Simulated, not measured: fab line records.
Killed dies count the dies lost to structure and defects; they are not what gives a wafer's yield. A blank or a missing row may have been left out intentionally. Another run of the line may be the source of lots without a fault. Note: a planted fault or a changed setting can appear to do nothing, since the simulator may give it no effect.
A lot that was struck, set against a sound lot    flow nand_harc    15 out of 1302 route steps
Sound: these wafers, L747.2, L747.4, L747.6. The struck wafers were L741.4, L741.5, L741.6. At the end, the cause is stated.
Order at every step that has rows: each side's tool, ch and its chambers, its first start. Under that, the readings that differ: sound wafers    struck wafers    difference of the means    sigmas: that difference in standard deviations of wafers without a fault.
alike: a reading whose means differ by less than 2 such deviations, as well as words and numbers matching on both sides. not compared: withheld readings; readings where some wafer has no value; bounds like >300 that might hide an equal value; numbers whose values overlap and for which the record gives no deviation.
The two part at a step that has a row with sigmas, a row that says differs or no value, or rows on one side only. Non-overlapping numbers with no deviation appear without sigmas and do not part them. A reading missing from all wafers of one side parts the sides only when that side holds two or more wafers.

NHARC_A_SGD_CUT_ETCH_15: etches the open film in CH3F/O2, target depth 75 nm, time 64.3 s.
  sound: rie_diel-09 ch 0,1,2; struck: rie_diel-10 ch 1,2,3
  alike: bias_w, ch3f_flow_sccm, drypump_motor_current_A, oes_product_au, rf_vpp_V, showerhead_plenum_p_Torr, throttle_valve_pct
  not compared: rf_hours_counter_h
NHARC_A_SGD_CUT_ETCH_16: etches the open film in C4F8/O2/Ar, target depth 310.5 nm, time 155.2 s.
  sound: rie_diel-09 ch 1,2; struck: rie_diel-10 ch 1,2,3
  alike: bias_w, oes_product_au, rf_vpp_V
  not compared: rf_hours_counter_h
then, 1 step without rows for these wafers: NHARC_A_SGD_CUT_STRIP_60 (strips in C4F8/O2/Ar).
NHARC_A_SGD_CUT_STRIP_17: strips in O2.
  sound: rie_diel-09 ch 0,1,2; struck: rie_diel-10 ch 0,2,3
  alike: drypump_motor_current_A, oes_product_au, rf_vpp_V, showerhead_plenum_p_Torr, throttle_valve_pct
  not compared: rf_hours_counter_h
then, 4 steps without rows for these wafers: NHARC_A_SGD_CUT_PRECLEAN_18 (cleans in SC1); NHARC_A_SGD_CUT_SRD_19; NHARC_A_SGD_CUT_DEP_20 (deposits SiO2, target thk 150 nm); NHARC_A_SGD_CUT_ANNEAL_27 (time 1800 s).
NHARC_A_SGD_CUT_CMP_21: polishes, target thk 148.19 nm.
  sound on cmp-02 ch 0,3, day 28 08:32; struck on cmp-02 ch 0,1,2, day 25 17:57
  alike: motor_current_A, time_to_endpoint_s
NHARC_A_SGD_CUT_THK_MEAS_22: measures by ellipsometry.
  sound on film_metro-02, day 28 08:47; struck on film_metro-01, day 25 18:08
  alike: thk_nm
then, 2 steps without rows for these wafers: NHARC_A_SGD_CUT_SRD_23; NHARC_A_SGD_CUT_ETCH_26 (etches SiO2 in dHF, target depth 45.8 nm).
NHARC_A_SGD_CUT_ETCHBACK_24: etches the open film in CH3F/O2, target depth 50 nm, time 92.857 s.
  sound on rie_diel-09 ch 1,3, day 28 09:02; struck on rie_diel-10 ch 2,3, day 25 18:23
  no value came back on the struck wafers for any of 7 readings (bias_w (W), ch3f_flow_sccm (sccm) and others); on the sound wafers bias_w (W) reads 99.4 100.8 100.0
  not compared: rf_hours_counter_h
NHARC_A_SGD_CUT_STRIP_28: strips in O2, time 20 s.
  sound on rie_diel-09 ch 0,1,2; struck on rie_diel-10 ch 0,1,3, day 25 18:31
  alike: drypump_motor_current_A, oes_product_au, rf_vpp_V, showerhead_plenum_p_Torr, throttle_valve_pct
  not compared: rf_hours_counter_h
-- break in the record here, with 5 days between the starts of the struck wafers on either side (left off in module A_SGD_CUT, picked up again in module END, where the first step shown is number 1302 on the route) --
NHARC_END_SORT_01:
  sound on prober-01 ch 0, day 33 12:07; struck on prober-02 ch 0, day 31 04:57
reading          sound     struck       difference  sigmas
killed_at_array  54 64 63  672 673 673  +612        +32
killed_dies      57 66 70  677 677 677  +613        +32
  alike: killed_at_other, killed_at_periphery, killed_open, killed_short

== WHERE THEY PART ==
At NHARC_A_SGD_CUT_ETCHBACK_24 first; at NHARC_END_SORT_01 last (within this record only).

WHY: whatever the simulator had introduced
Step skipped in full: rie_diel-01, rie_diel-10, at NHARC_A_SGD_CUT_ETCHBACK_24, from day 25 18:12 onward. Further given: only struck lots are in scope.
